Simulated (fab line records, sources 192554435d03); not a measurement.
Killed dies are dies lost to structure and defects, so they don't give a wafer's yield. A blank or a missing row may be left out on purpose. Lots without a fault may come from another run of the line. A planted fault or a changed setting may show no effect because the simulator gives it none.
One fault seen from 2 desks | flow n5_finfet | each desk has only its own numbers; what lay behind them comes last

THE TOOL OWNER'S DESK: cvd_w-01
The tool's own readings at N5_HKMG_FIN_ALD_72 (deposits W, target thk 2 nm, pulse time 1 s, purge time 2 s): means of the sampled wafers that have a number, for each lot that ran on this tool. A lot is out of limits, marked OUT, if its mean lies more than 4 standard deviations from the usual mean; the brackets give that distance.
Columns: A = heater_power_w at N5_HKMG_FIN_ALD_72, usual 505 W; B = precursor_pulse_height_rel at N5_HKMG_FIN_ALD_72, usual 0.998
lot  | first seen here | A   | B
L177 | day 4 20:00     | 465 | 0.999
L178 | day 5 01:13     | 457 | 0.983
L180 | day 5 12:45     | 459 | 1.010
L183 | day 6 10:40     | 465 | 0.999
L184 | day 6 13:47     | 471 | 0.998
L188 | day 7 13:32     | 473 | 1.008
L192 | day 8 12:13     | 468 | 1.004
L196 | day 9 17:49     | 450 | 1.005
L197 | day 9 18:16     | 468 | 0.996
This desk's finding: nothing out of limits on any of the 9 lots.

THE METROLOGY DESK
What the gauges read, lot by lot, whatever tool the lot ran on: means of the sampled wafers that have a number. A lot is out of limits, marked OUT, if its mean lies more than 4 standard deviations from the usual mean; the brackets give that distance.
Columns: A = PAD_OVL at N5_PASSIVATION_OVL_MEAS_63, usual 1 nm
lot  | first seen here | A
L177 | day 13 02:27    | -2
L176 | day 13 03:15    | -2
L179 | day 13 06:38    | 6
L178 | day 13 07:06    | -1
L181 | day 14 00:24    | 1
L182 | day 14 02:44    | -2
L180 | day 14 08:17    | 8
L183 | day 15 03:03    | -1
L184 | day 15 03:23    | 2
L187 | day 15 06:27    | 0
L188 | day 17 00:10    | 12
L192 | day 17 13:50    | -5
L196 | day 18 15:41    | -0
L197 | day 19 05:44    | 6
This desk's finding: nothing out of limits on any of the 14 lots.

PUT TOGETHER
The tool owner's desk saw nothing out of limits.
The metrology desk saw nothing out of limits.

WHAT THE SIMULATOR HAD PUT IN
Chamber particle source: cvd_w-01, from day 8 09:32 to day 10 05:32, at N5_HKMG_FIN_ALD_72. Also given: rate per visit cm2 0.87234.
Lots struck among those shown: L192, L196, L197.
